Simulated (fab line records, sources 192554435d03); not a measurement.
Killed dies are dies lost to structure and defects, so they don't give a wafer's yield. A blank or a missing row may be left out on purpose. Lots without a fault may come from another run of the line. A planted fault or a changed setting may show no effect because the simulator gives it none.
Chamber matching | flow n5_finfet | N5_SDB_ETCH_18 on rie_diel-03: 4 sister chambers
The step etches SOC in N2/H2, target depth 100 nm, overetch 20 nm, time 150 s. 16 wafers are shown with their chamber, then 8 later ones without.

WAFERS WITH THEIR CHAMBER
wafer  | chamber | showerhead_plenum_p_Torr (Torr) | drypump_motor_current_A (A) | throttle_valve_pct (%)
L074.1 | 1       | 2.52                            | 6.3                         | 17.79
L074.2 | 3       | 2.45                            | 5.9                         | 18.06
L074.3 | 2       | 2.67                            | 5.5                         | 18.05
L076.1 | 0       | 2.51                            | 5.1                         | 18.09
L076.3 | 2       | 2.67                            | 5.5                         | 18.05
L076.4 | 0       | 2.51                            | 5.1                         | 18.09
L077.1 | 0       | 2.51                            | 5.1                         | 18.10
L077.5 | 1       | 2.51                            | 6.3                         | 17.79
L077.6 | 2       | 2.67                            | 5.4                         | 18.06
L084.1 | 3       | 2.45                            | 5.9                         | 18.10
L084.4 | 2       | 2.66                            | 5.5                         | 18.08
L084.5 | 0       | 2.51                            | 5.1                         | 18.12
L087.3 | 0       | 2.51                            | 5.1                         | 18.12
L087.4 | 3       | 2.44                            | 5.9                         | 18.12
L087.6 | 2       | 2.66                            | 5.5                         | 18.09
L088.1 | 3       | 2.44                            | 6.0                         | 18.12

SIGNATURES (means of the wafers above)
reading                  | chamber 0 | chamber 1 | chamber 2 | chamber 3 | scatter within a chamber
showerhead_plenum_p_Torr | 2.5100    | 2.5150    | 2.6660    | 2.4450    | 0.00474
drypump_motor_current_A  | 5.100     | 6.300     | 5.480     | 5.925     | 0.0359
throttle_valve_pct       | 18.1040   | 17.7900   | 18.0660   | 18.1000   | 0.0197
Rule: a wafer's distance from a chamber is the root of the sum, over the readings, of the square of ((its reading less the chamber's mean) divided by the reading's scatter). The wafer belongs to the nearest chamber; if the next one is less than 2 further off, it can't be placed. The scatter: the root of (the sum of the squares of (reading less its chamber's mean) over the shown wafers, divided by (wafers less chambers)).

WAFERS WITHOUT THEIR CHAMBER
wafer  | showerhead_plenum_p_Torr (Torr) | drypump_motor_current_A (A) | throttle_valve_pct (%)
L088.2 | 2.66                            | 5.5                         | 18.09
L088.6 | 2.50                            | 5.1                         | 18.13
L091.1 | 2.50                            | 6.3                         | 17.41
L091.4 | 2.50                            | 6.4                         | 17.42
L091.6 | 2.50                            | 6.4                         | 17.42
L094.1 | 2.50                            | 5.1                         | 17.69
L094.4 | 2.44                            | 5.9                         | 18.12
L094.6 | 2.65                            | 5.5                         | 18.12

WHICH CHAMBER EACH WENT THROUGH
wafer  | from the rows above | in truth
L088.2 | 2                   | 2
L088.6 | 0                   | 0
L091.1 | 1                   | 1
L091.4 | 1                   | 1
L091.6 | 1                   | 1
L094.1 | 0                   | 0
L094.4 | 3                   | 3
L094.6 | 2                   | 2
Placed correctly: 8 of 8. Can't be placed from these rows: 0. Placed wrongly: 0.
